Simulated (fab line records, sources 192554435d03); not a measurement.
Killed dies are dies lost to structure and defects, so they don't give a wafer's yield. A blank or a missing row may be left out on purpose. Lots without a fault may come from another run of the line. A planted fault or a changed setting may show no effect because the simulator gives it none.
Chamber matching | flow n5_finfet | N5_DUMMY_GATE_ETCH_31 on rie_diel-04: 4 sister chambers
The step etches SiO2 in C4F6/O2, target depth 82.5 nm, time 27.5 s. 14 wafers are shown with their chamber, then 7 later ones without.

WAFERS WITH THEIR CHAMBER
wafer  | chamber | showerhead_plenum_p_Torr (Torr) | drypump_motor_current_A (A) | rf_vpp_V (V)
L075.1 | 2       | 2.86                            | 5.4                         | 659
L075.3 | 1       | 2.97                            | 6.1                         | 661
L075.5 | 2       | 2.86                            | 5.4                         | 659
L082.2 | 0       | 2.73                            | 6.3                         | 675
L082.3 | 2       | 2.85                            | 5.4                         | 659
L082.5 | 0       | 2.73                            | 6.3                         | 676
L086.1 | 3       | 2.97                            | 6.0                         | 677
L086.3 | 1       | 2.96                            | 6.0                         | 661
L086.4 | 2       | 2.85                            | 5.4                         | 657
L088.2 | 0       | 2.73                            | 6.3                         | 675
L088.3 | 1       | 2.96                            | 6.0                         | 660
L088.5 | 0       | 2.73                            | 6.3                         | 676
L090.1 | 3       | 2.97                            | 6.0                         | 677
L090.5 | 1       | 2.96                            | 6.1                         | 659

SIGNATURES (means of the wafers above)
reading                  | chamber 0 | chamber 1 | chamber 2 | chamber 3 | scatter within a chamber
showerhead_plenum_p_Torr | 2.7300    | 2.9625    | 2.8550    | 2.9700    | 0.00418
drypump_motor_current_A  | 6.300     | 6.050     | 5.400     | 6.000     | 0.0316
rf_vpp_V                 | 675.50    | 660.25    | 658.50    | 677.00    | 0.822
Rule: a wafer's distance from a chamber is the root of the sum, over the readings, of the square of ((its reading less the chamber's mean) divided by the reading's scatter). The wafer belongs to the nearest chamber; if the next one is less than 2 further off, it can't be placed. The scatter: the root of (the sum of the squares of (reading less its chamber's mean) over the shown wafers, divided by (wafers less chambers)).

WAFERS WITHOUT THEIR CHAMBER
wafer  | showerhead_plenum_p_Torr (Torr) | drypump_motor_current_A (A) | rf_vpp_V (V)
L090.6 | 2.85                            | 5.4                         | 656
L092.1 | 2.97                            | 5.9                         | 677
L092.2 | 2.84                            | 5.4                         | 658
L092.4 | 2.95                            | 6.0                         | 660
L097.1 | 2.84                            | 5.4                         | 657
L097.2 | 2.95                            | 6.0                         | 660
L097.6 | 2.72                            | 6.4                         | 675

WHICH CHAMBER EACH WENT THROUGH
wafer  | from the rows above | in truth
L090.6 | 2                   | 2
L092.1 | 3                   | 3
L092.2 | 2                   | 2
L092.4 | 1                   | 1
L097.1 | 2                   | 2
L097.2 | 1                   | 1
L097.6 | 0                   | 0
Placed correctly: 7 of 7. Can't be placed from these rows: 0. Placed wrongly: 0.
